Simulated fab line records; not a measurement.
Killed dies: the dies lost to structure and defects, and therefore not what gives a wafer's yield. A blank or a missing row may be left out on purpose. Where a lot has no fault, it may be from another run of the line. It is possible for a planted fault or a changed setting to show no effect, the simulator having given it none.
Which tool did it? -- flow n5 finfet -- at 1 step of a route of 1938, 12 lots with 36 wafers sampled

## WHAT THE GAUGES READ, wafer by wafer
N5_BEOL_M7_CD_MEAS_18: pitch 80 nm, target cd 40 nm.
lot,measured,on,cd nm (nm)
L077,day 10 12:32,cd sem-01,41.0 40.8 41.0
L076,day 10 15:28,cd sem-03,40.2 40.4 40.7
L078,day 11 16:04,cd sem-03,39.8 38.5 39.6
L080,day 12 06:21,cd sem-01,40.5 40.6 40.0
L084,day 13 05:55,cd sem-03,39.6 39.2 39.4
L085,day 13 08:22,cd sem-03,39.1 40.9 39.6
L087,day 13 14:49,cd sem-01,40.8 41.5 40.8
L090,day 14 12:01,cd sem-02,40.9 40.7 40.1
L091,day 14 16:16,cd sem-02,41.5 42.0 40.6
L093,day 14 23:28,cd sem-03,40.6 41.4 41.2
L094,day 15 17:29,cd sem-03,39.0 39.7 39.3
L096,day 16 04:17,cd sem-01,40.5 40.5 40.3

## WHICH TOOL RAN EACH LOT (tool, then ch and the chambers of the sampled wafers, then the start)
Record: no process step prior to these readings.

## THE ANSWER, worked out from the rows above alone
Rule: what is usual is taken from the lots themselves. Put in order of their means at a reading, lots are off if they are a third of the lots or fewer, leave a main group of 4 or more, and stand apart from it by a gap of 3 or more times the standard deviation of the main group's means; of several such gaps the widest counts. If all means in a main group match to the digits the tables above print for the reading, that group is not used. Also off: a lot with no number at a reading for which 4 or more lots have one. Where the step has rows for the other lots, those lots are counted as sound.
Across all readings shown, no lot is off: no conclusion can be drawn from this.

## WHAT WAS PUT IN BY THE SIMULATOR
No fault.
